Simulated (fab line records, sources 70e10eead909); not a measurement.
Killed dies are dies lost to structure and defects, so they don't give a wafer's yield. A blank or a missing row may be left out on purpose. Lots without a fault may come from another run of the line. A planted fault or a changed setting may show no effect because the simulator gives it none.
Which tool did it? | flow nand_harc | 14 lots, 40 wafers sampled, at 5 steps of a route of 1302

WHAT THE GAUGES READ, wafer by wafer
NHARC_THIN_TSV_CD_MEAS_16.
lot  | measured     | on        | cd_nm (nm)
L518 | day 24 17:05 | cd_sem-01 | 1001.9 1004.4 1000.2
L519 | day 24 11:05 | cd_sem-02 | 1004.3 1003.7 1006.2
L520 | day 25 12:16 | cd_sem-02 | 998.3 999.2 1000.0
L522 | day 25 17:53 | cd_sem-02 | 1003.8 1001.7 999.4
L524 | day 26 10:14 | cd_sem-03 | 999.2 1001.7 1001.5
L526 | day 27 18:28 | cd_sem-02 | 1002.7 1003.2 1002.1
L527 | day 28 05:46 | cd_sem-01 | 998.1 997.1 1002.4
L528 | day 28 16:15 | cd_sem-03 | 1002.9 1002.6 1000.4
L530 | day 29 17:47 | cd_sem-02 | 1001.4 997.3 999.0
L532 | day 29 22:49 | cd_sem-01 | 1002.8 1003.4 1004.8
L534 | day 32 03:33 | cd_sem-01 | 1002.9
L537 | day 32 14:03 | cd_sem-01 | 1005.2
L539 | day 32 16:29 | cd_sem-02 | 1003.3 999.6 1002.9
L540 | day 33 03:50 | cd_sem-01 | 1001.8 1006.2 1003.9

NHARC_END_SORT_01.
lot  | measured     | on        | defect_limited_yield (%) | killed_at_array | killed_at_other | killed_at_periphery | killed_dies | killed_open | killed_short
L534 | day 32 17:28 | prober-01 | 92 0                     | 48 56           | 1 0             | 4 621               | 53 677      | 5 4         | 1 5
L537 | day 33 04:23 | prober-02 | 0 88                     | 88 80           | 0 2             | 589 2               | 677 84      | 3 4         | 1 0

WHICH TOOL RAN EACH LOT (tool, then ch and the chambers of the sampled wafers, then the start)
lot  | NHARC_P_M2_PVD_21            | NHARC_A_M1_CMP_23             | NHARC_THIN_TSV_PVD_51
L518 | pvd_sputter-01, day 7 03:12  | cmp-03 ch 2,3, day 23 21:42   | pvd_sputter-01, no start
L519 | pvd_sputter-03, day 7 16:22  | cmp-03 ch 0,2,3, day 23 12:45 | pvd_sputter-02, no start
L520 | pvd_sputter-03, day 7 23:43  | cmp-03 ch 1,3, day 24 14:47   | pvd_sputter-02, no start
L522 | pvd_sputter-02, day 8 12:01  | cmp-03 ch 1,2,3, day 24 20:52 | pvd_sputter-01, no start
L524 | pvd_sputter-03, day 9 14:42  | cmp-02 ch 1,2,3, day 25 15:23 | pvd_sputter-03, no start
L526 | pvd_sputter-03, day 10 13:42 | cmp-04 ch 1,3, day 27 00:05   | pvd_sputter-01, no start
L527 | pvd_sputter-03, day 10 17:03 | cmp-03 ch 1,3, day 27 11:30   | pvd_sputter-02, no start
L528 | pvd_sputter-02, day 11 05:55 | cmp-04 ch 0,1,3, day 28 01:07 | pvd_sputter-01, day 28 18:35
L530 | pvd_sputter-03, day 12 07:10 | cmp-03 ch 1,2, day 28 20:53   | pvd_sputter-01, no start
L532 | pvd_sputter-01, day 13 01:24 | cmp-03 ch 0,2, day 29 04:25   | pvd_sputter-02, no start
L534 | pvd_sputter-03, day 13 21:55 | cmp-04 ch 2, day 31 03:52     | pvd_sputter-01, day 32 17:28 or earlier
L537 | pvd_sputter-03, day 15 11:20 | cmp-03 ch 2, day 31 14:23     | pvd_sputter-03, day 33 04:23 or earlier
L539 | pvd_sputter-01, day 15 12:58 | cmp-03 ch 1,2,3, day 31 20:35 | pvd_sputter-02, no start
L540 | pvd_sputter-02, day 16 01:27 | cmp-02 ch 0,2,3, day 32 09:34 | pvd_sputter-02, no start
- NHARC_P_M2_PVD_21: deposits Cu, target thk 30 nm, time 20.49 s.
- NHARC_A_M1_CMP_23: polishes, t overpolish 20 s, target thk 154.34 nm.
- NHARC_THIN_TSV_PVD_51: deposits Cu, target thk 100 nm.

WHAT THE TOOLS THEMSELVES READ (means of the sampled wafers that have a number; where no wafer has one, the mark that the record gives instead)
NHARC_P_M2_PVD_21.
lot  | tool           | throttle_valve_pct (%)
L518 | pvd_sputter-01 | 30.6
L519 | pvd_sputter-03 | 29.7
L520 | pvd_sputter-03 | 29.8
L522 | pvd_sputter-02 | 28.5
L524 | pvd_sputter-03 | 30.0
L526 | pvd_sputter-03 | 30.3
L527 | pvd_sputter-03 | 29.3
L528 | pvd_sputter-02 | 28.5
L530 | pvd_sputter-03 | 30.8
L532 | pvd_sputter-01 | 30.5
L534 | pvd_sputter-03 | 30.5
L537 | pvd_sputter-03 | 29.8
L539 | pvd_sputter-01 | 30.9
L540 | pvd_sputter-02 | 27.9

NHARC_A_M1_CMP_23.
lot  | tool   | motor_current_A (A) | slurry_filter_dp_kPa (kPa) | time_to_endpoint_s (s)
L518 | cmp-03 | 12.3                | 13.48                      | 28
L519 | cmp-03 | 12.4                | 13.40                      | 29
L520 | cmp-03 | 11.7                | 13.55                      | 31
L522 | cmp-03 | 13.0                | 13.54                      | 30
L524 | cmp-02 | 12.2                | 13.54                      | 31
L526 | cmp-04 | 13.1                | 13.63                      | 36
L527 | cmp-03 | 11.8                | 13.67                      | 29
L528 | cmp-04 | 12.4                | 13.40                      | 28
L530 | cmp-03 | 13.6                | 13.42                      | 35
L532 | cmp-03 | 13.3                | 13.54                      | 30
L534 | cmp-04 | 12.4                | 13.48                      | 26
L537 | cmp-03 | 12.5                | 13.70                      | 28
L539 | cmp-03 | 12.5                | 13.50                      | 33
L540 | cmp-02 | 10.9                | 13.41                      | 29

NHARC_THIN_TSV_PVD_51.
lot  | tool           | throttle_valve_pct (%)
L518 | pvd_sputter-01 | 31.3
L519 | pvd_sputter-02 | 29.3
L520 | pvd_sputter-02 | 29.2
L522 | pvd_sputter-01 | 30.9
L524 | pvd_sputter-03 | 29.3
L526 | pvd_sputter-01 | 30.3
L527 | pvd_sputter-02 | 28.7
L528 | pvd_sputter-01 | 30.8
L530 | pvd_sputter-01 | 31.1
L532 | pvd_sputter-02 | 28.9
L534 | pvd_sputter-01 | 30.3
L537 | pvd_sputter-03 | 30.4
L539 | pvd_sputter-02 | 28.7
L540 | pvd_sputter-02 | 28.7

THE ANSWER, worked out from the rows above alone
Rule: what is usual is taken from the lots themselves. Put in order of their means at a reading, lots are off if they are a third of the lots or fewer, leave a main group of 4 or more, and stand apart from it by a gap of 3 or more times the standard deviation of the main group's means; of several such gaps the widest counts. A main group whose means are all the same, to the digits that the tables above print for the reading, isn't used. A lot without any number at a reading at which 4 lots or more have one is off too. The other lots that the step has rows for count as sound. The gauges are gone through in route order, then the tools' own readings, and for those a lot's mean is taken as printed above. The first step at which some lot is off is used, and at that step the reading that is off furthest; a lot without a number counts as furthest.
No lot is off at any reading shown: from this, nothing can be told.

WHAT THE SIMULATOR HAD PUT IN
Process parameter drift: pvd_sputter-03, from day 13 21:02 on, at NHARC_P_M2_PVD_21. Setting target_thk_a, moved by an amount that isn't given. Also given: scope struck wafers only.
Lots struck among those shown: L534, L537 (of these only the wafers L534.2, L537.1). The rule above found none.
